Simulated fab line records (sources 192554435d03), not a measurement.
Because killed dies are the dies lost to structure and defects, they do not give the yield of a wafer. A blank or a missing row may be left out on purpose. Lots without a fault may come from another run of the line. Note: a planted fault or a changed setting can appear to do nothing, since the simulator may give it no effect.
fab line records ; flow n5-finfet
record lots=10; wafers=30; last-day=18
route steps=1938 shown BEOL_M0@742 BEOL_M1@751 BEOL_M4@1111 PASSIVATION@1936
lots untouched by any fault: they come from a run of this same line in which no faults occurred
start-h: the number of hours between the record's first day and the start of the first shown wafer of the lot ; wait-h: hours from the lot's prior step to this one ; " unchanged from the row above ; L1.1+2: several wafers, shown together as one row ; - no value, or no start given ; * or withheld: withheld ; < > ~ a bound
route shown NAME@n: a module of which the file shows steps, and the number in the route of the first ; usual: mean and standard deviation over wafers with no fault ; same: alike in all rows ; chamber/n: place in a boat ; sites: per-site readings ; _std_site: standard deviation of those values ; _edge_site: the outer-site mean with the inner-site mean subtracted ; radius-mm: for every site, how far away it sits from the centre of the wafer ; mask NAME#n: copy n ; behind: tool/chamber where the wafer was last shaped ; hold: why the lot was held/for how many hours/how that ended ; device: names the non-switching transistor (n, p or np) ; end of line: at the end of the route, the tests of the same wafers ; a step with no rows: only its recipe ; killed: at the first sort, the dies lost to defects and structure; wafer yield is something else ; map: dies across one wafer; x = killed, . = not, _ = none there
set.NAME: setting as actually run; set.NAME@STEP: the setting as run at that earlier step ; model.NAME: the simulator's own value behind a step, which no gauge read
steps of the route over a sample of lots; a table a step, a row a wafer
services: from which hour (start-h, from the record's first day; less than 0 if before it) a tool's chamber was out of use, for how many hours, and why
## steps
# step N5_BEOL_M0_ANNEAL_119
# recipe temp-c=225; time-s=90; ambient=N2
# usual wafer_temp_C_max=226.36/0.28
lot.wafer;tool;chamber;start-h;wait-h;wafer_temp_C_max
L660.3;rtp-anneal-01;0;117.28;0.1;226.62
L660.5;rtp-anneal-01;0;117.28;0.1;226.18
L660.6;rtp-anneal-01;0;117.28;0.1;226.39
L663.1;rtp-anneal-02;0;133.68;0.1;226.31
L663.4;rtp-anneal-02;0;133.68;0.1;226.47
L663.6;rtp-anneal-02;0;133.68;0.1;226.14
L665.1;rtp-anneal-01;0;147.73;0.2;226.10
L665.2;rtp-anneal-01;0;147.73;0.2;226.69
L665.3;rtp-anneal-01;0;147.73;0.2;226.38
L669.2;rtp-anneal-01;0;175.74;0.3;226.35
L669.4;rtp-anneal-01;0;175.74;0.3;226.58
L669.6;rtp-anneal-01;0;175.74;0.3;226.81
L672.2;rtp-anneal-02;0;192.66;0.1;226.57
L672.3;rtp-anneal-02;0;192.66;0.1;226.13
L672.5;rtp-anneal-02;0;192.66;0.1;225.99
L673.1;rtp-anneal-02;0;197.25;0.1;226.10
L673.4;rtp-anneal-02;0;197.25;0.1;226.96
L673.5;rtp-anneal-02;0;197.25;0.1;226.05
L674.2;rtp-anneal-01;0;204.51;0.1;226.44
L674.4;rtp-anneal-01;0;204.51;0.1;225.98
L674.5;rtp-anneal-01;0;204.51;0.1;226.33
L681.3;rtp-anneal-02;0;250.53;0.1;226.50
L681.5;rtp-anneal-02;0;250.53;0.1;226.87
L681.6;rtp-anneal-02;0;250.53;0.1;226.46
L682.1;rtp-anneal-02;0;254.36;0.1;226.59
L682.4;rtp-anneal-02;0;254.36;0.1;226.30
L682.5;rtp-anneal-02;0;254.36;0.1;226.60
L683.1;rtp-anneal-02;0;264.64;0.8;226.45
L683.5;rtp-anneal-02;0;264.64;0.8;226.35
L683.6;rtp-anneal-02;0;264.64;0.8;226.53
# step N5_BEOL_M1_ILD_DEP_00
# recipe material=SiOC; target-thk-a=790; temp-c=350; precursor=DEMS/O2; pressure-torr=5; rf-w=500; time-s=15.3
# usual heater-power-w=482/65; rf-fwd-power-W=494/3.1; showerhead-plenum-p-Torr=5.695/0.012; throttle-valve-pct=12.0/0.91
lot.wafer;tool;chamber;start-h;wait-h;heater-power-w;rf-fwd-power-W;showerhead-plenum-p-Torr;throttle-valve-pct
L660.3;pecvd-02;1;118.10;0.0;446;495;5.692;12.0
L660.5;pecvd-02;0;118.10;0.0;421;494;5.703;12.5
L660.6;pecvd-02;1;118.10;0.0;451;496;5.679;12.1
L663.1;pecvd-03;1;134.60;0.0;568;493;5.695;11.8
L663.4;pecvd-03;2;134.60;0.0;643;496;5.707;11.8
L663.6;pecvd-03;1;134.60;0.0;571;496;5.693;11.3
L665.1;pecvd-04;1;148.93;0.0;398;489;5.694;11.0
L665.2;pecvd-04;2;148.93;0.0;454;496;5.678;11.2
L665.3;pecvd-04;0;148.93;0.0;485;497;5.672;13.6
L669.2;pecvd-03;2;176.61;0.0;613;496;5.703;11.7
L669.4;pecvd-03;1;176.61;0.0;503;493;5.683;11.7
L669.6;pecvd-03;2;176.61;0.0;621;496;5.697;12.0
L672.2;pecvd-04;0;193.60;0.0;487;493;5.691;13.6
L672.3;pecvd-04;2;193.60;0.0;444;498;5.670;11.3
L672.5;pecvd-04;2;193.60;0.0;456;496;5.673;11.3
L673.1;pecvd-04;0;198.22;0.0;434;495;5.690;13.8
L673.4;pecvd-04;2;198.22;0.0;548;495;5.674;11.0
L673.5;pecvd-04;0;198.22;0.0;443;495;5.695;13.7
L674.2;pecvd-04;1;205.39;0.0;461;488;5.689;11.2
L674.4;pecvd-04;0;205.39;0.0;513;495;5.678;13.8
L674.5;pecvd-04;2;205.39;0.0;538;496;5.689;11.4
L681.3;pecvd-02;2;251.37;0.0;410;496;5.709;10.6
L681.5;pecvd-02;0;251.37;0.0;383;496;5.710;12.3
L681.6;pecvd-02;2;251.37;0.0;415;495;5.682;10.8
L682.1;pecvd-02;0;255.29;0.0;399;494;5.714;12.5
L682.4;pecvd-02;0;255.29;0.0;398;496;5.700;12.4
L682.5;pecvd-02;1;255.29;0.0;460;494;5.678;11.8
L683.1;pecvd-04;1;265.57;0.0;440;488;5.694;11.2
L683.5;pecvd-04;2;265.57;0.0;506;498;5.698;11.3
L683.6;pecvd-04;0;265.57;0.0;438;497;5.673;13.4
# step N5_BEOL_M1_PECVD_72
# recipe material=SiO2; target-thk-a=160; temp-c=400; precursor=TEOS/O2; pressure-torr=5.5; rf-w=450; teos-flow-sccm=53.8; gas=O2; flow-sccm=3000; time-s=18
# usual heater-power-w=705/91; rf-fwd-power-W=444.7/2.7; showerhead-plenum-p-Torr=8.79/0.046; throttle-valve-pct=22.5/1.4
lot.wafer;tool;chamber;start-h;wait-h;heater-power-w;rf-fwd-power-W;showerhead-plenum-p-Torr;throttle-valve-pct
L660.3;pecvd-03;0;118.21;0.0;633;440.6;8.84;22.8
L660.5;pecvd-03;0;118.21;0.0;650;440.9;8.85;22.7
L660.6;pecvd-03;1;118.21;0.0;808;446.3;8.79;21.6
L663.1;pecvd-04;0;134.70;0.0;766;446.2;8.72;25.5
L663.4;pecvd-04;1;134.70;0.0;642;438.6;8.79;20.6
L663.6;pecvd-04;0;134.70;0.0;758;446.1;8.72;25.9
L665.1;pecvd-03;2;149.04;0.0;925;448.7;8.81;22.3
L665.2;pecvd-03;0;149.04;0.0;753;441.1;8.85;23.2
L665.3;pecvd-03;1;149.04;0.0;725;444.5;8.80;21.7
L669.2;pecvd-02;0;176.72;0.0;661;445.9;8.86;22.8
L669.4;pecvd-02;1;176.72;0.0;614;445.2;8.75;22.2
L669.6;pecvd-02;0;176.72;0.0;656;444.7;8.85;23.0
L672.2;pecvd-04;1;193.71;0.1;675;439.1;8.81;20.7
L672.3;pecvd-04;0;193.71;0.1;697;448.3;8.72;25.8
L672.5;pecvd-04;2;193.71;0.1;740;447.1;8.75;21.0
L673.1;pecvd-04;1;198.33;0.0;608;439.8;8.83;20.7
L673.4;pecvd-04;1;198.33;0.0;595;440.6;8.83;20.9
L673.5;pecvd-04;0;198.33;0.0;725;446.5;8.73;25.8
L674.2;pecvd-02;0;205.49;0.0;630;446.0;8.84;23.0
L674.4;pecvd-02;0;205.49;0.0;622;445.3;8.84;23.3
L674.5;pecvd-02;1;205.49;0.0;676;445.2;8.75;22.1
L681.3;pecvd-04;1;251.47;0.0;687;440.9;8.80;21.0
L681.5;pecvd-04;1;251.47;0.0;694;442.8;8.81;21.2
L681.6;pecvd-04;2;251.47;0.0;712;447.2;8.75;20.9
L682.1;pecvd-04;1;255.39;0.0;653;438.4;8.80;21.1
L682.4;pecvd-04;1;255.39;0.0;675;438.2;8.79;21.1
L682.5;pecvd-04;2;255.39;0.0;728;445.8;8.75;21.1
L683.1;pecvd-04;0;265.68;0.0;732;445.7;8.73;25.8
L683.5;pecvd-04;1;265.68;0.0;668;438.1;8.78;20.9
L683.6;pecvd-04;2;265.68;0.0;756;445.0;8.74;21.1
# step N5_BEOL_M1_COAT_61
# recipe resist=SOC; temp-c=250; time-s=60; spin-rpm=1500; resist-thk-nm=60
# usual spin-speed-rpm=1500.2/0.94
lot.wafer;tool;chamber;start-h;wait-h;spin-speed-rpm
L660.3;litho-track-05;0;120.18;0.1;1501.6
L660.5;litho-track-05;0;120.18;0.1;1500.1
L660.6;litho-track-05;0;120.18;0.1;1501.4
L663.1;litho-track-05;0;137.47;0.1;1500.3
L663.4;litho-track-05;0;137.47;0.1;1499.3
L663.6;litho-track-05;0;137.47;0.1;1499.1
L665.1;litho-track-05;0;150.97;0.1;1501.2
L665.2;litho-track-05;0;150.97;0.1;1500.7
L665.3;litho-track-05;0;150.97;0.1;1500.5
L669.2;litho-track-05;0;177.45;0.1;1501.5
L669.4;litho-track-05;0;177.45;0.1;1501.2
L669.6;litho-track-05;0;177.45;0.1;1500.0
L672.2;litho-track-05;0;194.44;0.1;1021.7
L672.3;litho-track-05;0;194.44;0.1;1023.1
L672.5;litho-track-05;0;194.44;0.1;1022.8
L673.1;litho-track-04;0;199.34;0.1;1500.8
L673.4;litho-track-04;0;199.34;0.1;1499.2
L673.5;litho-track-04;0;199.34;0.1;1500.9
L674.2;litho-track-05;0;205.98;0.1;1019.5
L674.4;litho-track-05;0;205.98;0.1;1020.6
L674.5;litho-track-05;0;205.98;0.1;1021.3
L681.3;litho-track-03;0;252.20;0.1;1499.6
L681.5;litho-track-03;0;252.20;0.1;1500.1
L681.6;litho-track-03;0;252.20;0.1;1501.3
L682.1;litho-track-03;0;256.64;0.1;1499.5
L682.4;litho-track-03;0;256.64;0.1;1500.5
L682.5;litho-track-03;0;256.64;0.1;1500.7
L683.1;litho-track-04;0;266.27;0.1;1498.3
L683.5;litho-track-04;0;266.27;0.1;1500.1
L683.6;litho-track-04;0;266.27;0.1;1498.7
# step N5_BEOL_M4_RC_MEAS_101
# usual DIBL_N=36.0/2.5; DIBL_P=36.7/3; IOFF_N=0.16/0.043; IOFF_P=0.21/0.049; ION_N=673/15; ION_P=461/9.8; SS_N=71.5/0.83; SS_P=73.4/0.83; VT_N=250/4; VT_P=-251/4
lot.wafer;tool;chamber;start-h;wait-h;DIBL_N[mV/V];DIBL_P[mV/V];IOFF_N[nA/um];IOFF_P[nA/um];ION_N[uA/um];ION_P[uA/um];SS_N[mV/dec];SS_P[mV/dec];VT_N[mV];VT_P[mV]
L660.3;prober-01;0;161.37;0.3;32.1;33.7;0.12;0.18;657;456;70.5;72.6;254;-254
L660.5;prober-01;0;161.37;0.3;33.0;33.8;0.14;0.18;671;459;71.7;72.8;254;-254
L660.6;prober-01;0;161.37;0.3;31.8;33.3;0.12;0.17;663;459;70.7;72.1;252;-250
L663.1;prober-02;0;185.75;0.0;40.0;40.1;0.22;0.28;691;467;72.0;73.9;243;-243
L663.4;prober-02;0;185.75;0.0;35.5;35.4;0.14;0.20;664;455;71.4;73.4;251;-251
L663.6;prober-02;0;185.75;0.0;40.0;41.3;0.24;0.32;700;482;72.0;73.7;242;-243
L665.1;prober-01;0;192.36;0.0;40.5;41.9;0.23;0.29;687;465;72.0;73.8;244;-245
L665.2;prober-01;0;192.36;0.0;32.2;32.5;0.09;0.15;647;452;69.8;71.4;258;-253
L665.3;prober-01;0;192.36;0.0;38.0;39.1;0.18;0.24;681;465;71.5;73.0;248;-247
L669.2;prober-01;0;218.24;0.2;39.2;43.4;0.28;0.32;689;470;72.0;75.1;242;-244
L669.4;prober-01;0;218.24;0.2;35.1;35.1;0.17;0.18;666;456;71.2;73.2;249;-254
L669.6;prober-01;0;218.24;0.2;33.3;35.7;0.13;0.17;677;463;69.9;72.6;251;-254
L672.2;prober-02;0;237.25;0.2;34.1;31.5;0.12;0.19;685;473;70.1;72.6;253;-250
L672.3;prober-02;0;237.25;0.2;34.7;31.4;0.11;0.18;651;455;71.0;72.2;256;-248
L672.5;prober-02;0;237.25;0.2;35.0;31.5;0.13;0.20;662;466;70.8;72.7;253;-248
L673.1;prober-01;0;239.40;0.0;38.9;38.3;0.19;0.23;687;462;72.6;74.1;248;-250
L673.4;prober-01;0;239.40;0.0;33.3;32.8;0.10;0.16;648;446;70.9;72.7;258;-253
L673.5;prober-01;0;239.40;0.0;36.2;35.1;0.14;0.18;654;446;72.4;73.5;253;-251
L674.2;prober-01;0;243.50;0.2;41.8;41.4;0.27;0.32;684;462;73.2;74.9;247;-244
L674.4;prober-01;0;243.50;0.2;34.5;32.9;0.13;0.18;668;462;70.4;72.5;251;-251
L674.5;prober-01;0;243.50;0.2;35.7;33.3;0.13;0.18;650;447;71.9;73.4;256;-251
L681.3;prober-01;0;305.45;0.3;36.2;37.5;0.17;0.23;690;470;71.2;73.6;246;-248
L681.5;prober-01;0;305.45;0.3;35.2;35.9;0.15;0.21;686;475;71.5;72.8;250;-248
L681.6;prober-01;0;305.45;0.3;38.7;40.4;0.22;0.29;685;466;72.0;74.1;244;-246
L682.1;prober-01;0;319.88;0.0;36.6;39.2;0.19;0.24;694;479;70.8;73.8;242;-249
L682.4;prober-01;0;319.88;0.0;35.8;38.0;0.16;0.21;684;469;71.7;73.5;248;-251
L682.5;prober-01;0;319.88;0.0;35.0;36.9;0.14;0.20;669;461;71.0;73.1;252;-250
L683.1;prober-01;0;325.33;0.0;35.6;36.6;0.14;0.17;672;454;71.1;72.9;252;-256
L683.5;prober-01;0;325.33;0.0;37.2;38.3;0.17;0.19;683;463;71.8;73.6;251;-254
L683.6;prober-01;0;325.33;0.0;35.3;36.1;0.13;0.16;650;445;70.9;73.2;254;-258
# step N5_PASSIVATION_PROBE_49
# usual defect-limited-yield=91.1/1.5; killed_at_M0_to_M3=37/11; killed_at_M4_up=13/5.6; killed-at-contacts=12/5.6; killed-at-front-end=39/11; killed-at-other=4/3.1; killed-dies=105/18; killed-open=69/13; killed-short=35/7.4; sort_bin_4_leakage=0.00/0.022; sort_bin_5_function=5.1/0.92; sort_bin_6_memory=3.4/0.76; sort_bin_8_speed=0.02/0.11; sort-n-pass=1075/18; sort-yield-pct=91.1/1.5
# same gross-dies=1180; killed-at-back-side=0
lot.wafer;tool;chamber;start-h;wait-h;defect-limited-yield[%];killed_at_M0_to_M3;killed_at_M4_up;killed-at-contacts;killed-at-front-end;killed-at-other;killed-dies;killed-open;killed-short;sort_bin_4_leakage[%];sort_bin_5_function[%];sort_bin_6_memory[%];sort_bin_8_speed[%];sort-n-pass;sort-yield-pct[%]
L660.3;prober-01;-;264.53;0.1;91.6;33;13;12;37;4;99;61;36;0;4.5;3.6;0.08;1081;91.6
L660.5;prober-01;-;264.63;0.2;91.4;38;15;19;29;1;102;55;47;0;4.5;3.3;0;1078;91.4
L660.6;prober-01;-;264.68;0.3;89.9;51;17;13;37;1;119;82;37;0;5.4;4.0;0;1061;89.9
L672.2;prober-01;-;344.24;0.1;94.1;28;8;3;25;6;70;46;23;0;3.0;2.7;0;1110;94.1
L672.3;prober-01;-;344.29;0.1;94.2;25;2;4;28;9;68;37;31;0;3.4;2.2;0;1112;94.2
L672.5;prober-01;-;344.39;0.2;91.4;49;7;8;33;4;101;73;28;0;5.0;3.5;0;1079;91.4
L682.4;prober-02;-;422.82;0.2;88.7;47;31;10;45;0;133;91;42;0;5.8;5.0;0;1047;88.7
L682.5;prober-02;-;422.87;0.2;89.3;49;15;5;54;3;126;83;41;0;6.4;3.7;0;1054;89.3
L683.5;prober-02;-;433.40;0.2;89.1;52;10;9;56;2;129;86;40;0;5.6;4.8;0;1051;89.1
# killed by level:class
L660.3 BEOL_M3:geometric-particle:open=10 MOL_CONTACT_COAG:geometric-particle:open=8 FIN_SAQP:geometric-particle:open=6 FIN_SAQP:geometric-particle:short=6 BEOL_M4:geometric-particle:open=6 BEOL_M0_SAQP:geometric-particle:short=5 BEOL_M0_SAQP:geometric-particle:open=5 STARTING-WAFER:geometric-particle:short=5
L660.5 BEOL_M0_SAQP:geometric-particle:short=15 MOL_CONTACT_COAG:geometric-particle:open=12 MOL_CONTACT_COAG:geometric-particle:short=7 BEOL_M3:geometric-particle:open=7 FIN_SAQP:geometric-particle:short=6 BEOL_M0_SAQP:geometric-particle:open=6 FIN_SAQP:geometric-particle:open=5 GATE_CUT:geometric-particle:short=4
L660.6 BEOL_M0_SAQP:geometric-particle:open=13 BEOL_M3:geometric-particle:open=12 MOL_CONTACT_COAG:geometric-particle:open=11 FIN_SAQP:geometric-particle:open=10 BEOL_M0_SAQP:geometric-particle:short=10 BEOL_M4:geometric-particle:open=7 FIN_SAQP:geometric-particle:short=6 GATE_CUT:geometric-particle:short=6
L672.2 BEOL_M2:geometric-particle:open=9 BEOL_M0_SAQP:geometric-particle:open=6 BEOL_M2:geometric-particle:short=5 STI_FIN_REVEAL:geometric-particle:open=4 ILD0:geometric-particle:open=4 GATE_CUT:geometric-particle:open=4 FIN_SAQP:geometric-particle:short=3 ILD0:geometric-particle:short=3
L672.3 BEOL_M0_SAQP:geometric-particle:short=10 FIN_SAQP:geometric-particle:short=5 STI_FIN_REVEAL:geometric-particle:open=5 GATE_CUT:geometric-particle:short=5 BEOL_M3:geometric-particle:open=4 DUMMY_GATE:geometric-particle:open=3 MOL_CONTACT_COAG:geometric-particle:open=3 BEOL_M0_SAQP:geometric-particle:open=3
L672.5 BEOL_M0_SAQP:geometric-particle:open=15 BEOL_M0_SAQP:geometric-particle:short=12 DUMMY_GATE:geometric-particle:open=11 BEOL_M0:geometric-particle:open=7 BEOL_M2:geometric-particle:open=7 STI_FIN_REVEAL:geometric-particle:open=6 MOL_CONTACT_COAG:geometric-particle:open=6 GATE_CUT:geometric-particle:open=3
L682.4 BEOL_M4:geometric-particle:open=14 BEOL_M0_SAQP:geometric-particle:open=13 FIN_SAQP:geometric-particle:short=11 FIN_SAQP:geometric-particle:open=11 STI_FIN_REVEAL:geometric-particle:open=9 BEOL_M2:geometric-particle:open=8 BEOL_M5:geometric-particle:open=8 MOL_CONTACT_COAG:geometric-particle:open=7
L682.5 FIN_SAQP:geometric-particle:open=17 FIN_SAQP:geometric-particle:short=13 BEOL_M1:geometric-particle:open=11 BEOL_M2:geometric-particle:open=9 BEOL_M0_SAQP:geometric-particle:open=6 BEOL_M3:geometric-particle:open=6 BEOL_M4:geometric-particle:open=6 BEOL_M0_SAQP:geometric-particle:short=5
L683.5 FIN_SAQP:geometric-particle:open=18 STI_FIN_REVEAL:geometric-particle:open=13 BEOL_M0_SAQP:geometric-particle:open=13 BEOL_M0_SAQP:geometric-particle:short=13 BEOL_M3:geometric-particle:open=8 FIN_SAQP:geometric-particle:short=7 MOL_CONTACT_COAG:geometric-particle:open=7 BEOL_M2:geometric-particle:open=6
## services
tool;chamber;start-h;hours;kind
pecvd-02;-;128.27;6.0;pm
rtp-anneal-01;-;159.41;5.1;pm
pecvd-02;-;183.88;14.6;pm
pecvd-02;2;202.38;-;clean
pecvd-02;2;202.38;-;consumable-replace:showerhead
pecvd-02;2;202.38;29.0;scheduled-down
pecvd-02;2;202.38;29.0;vent-cycle
pecvd-04;1;206.45;5.5;scheduled-down
pecvd-04;0;216.06;5.5;scheduled-down
pecvd-04;1;226.55;5.5;scheduled-down
pecvd-02;2;242.56;2.1;scheduled-down
## key
first-sign step=N5_BEOL_M1_COAT_61; reading=spin-speed-rpm; direction=down; sigmas=99+; usual=*; struck=*
effect none on later readings
met-at N5_BEOL_M1_COAT_61
struck-lots L672,L674
not-acting-at N5_BEOL_M0_ANNEAL_119,N5_BEOL_M1_ILD_DEP_00,N5_BEOL_M1_PECVD_72
onset-between 177.45 194.44
fault kind=process-parameter-drift; tool=litho-track-05; chamber=-; onset-h=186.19; steps=N5_BEOL_M1_COAT_61; channel=spin-rpm; offset=*; shape=step; end-h=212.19; acts-in=*; stated=*
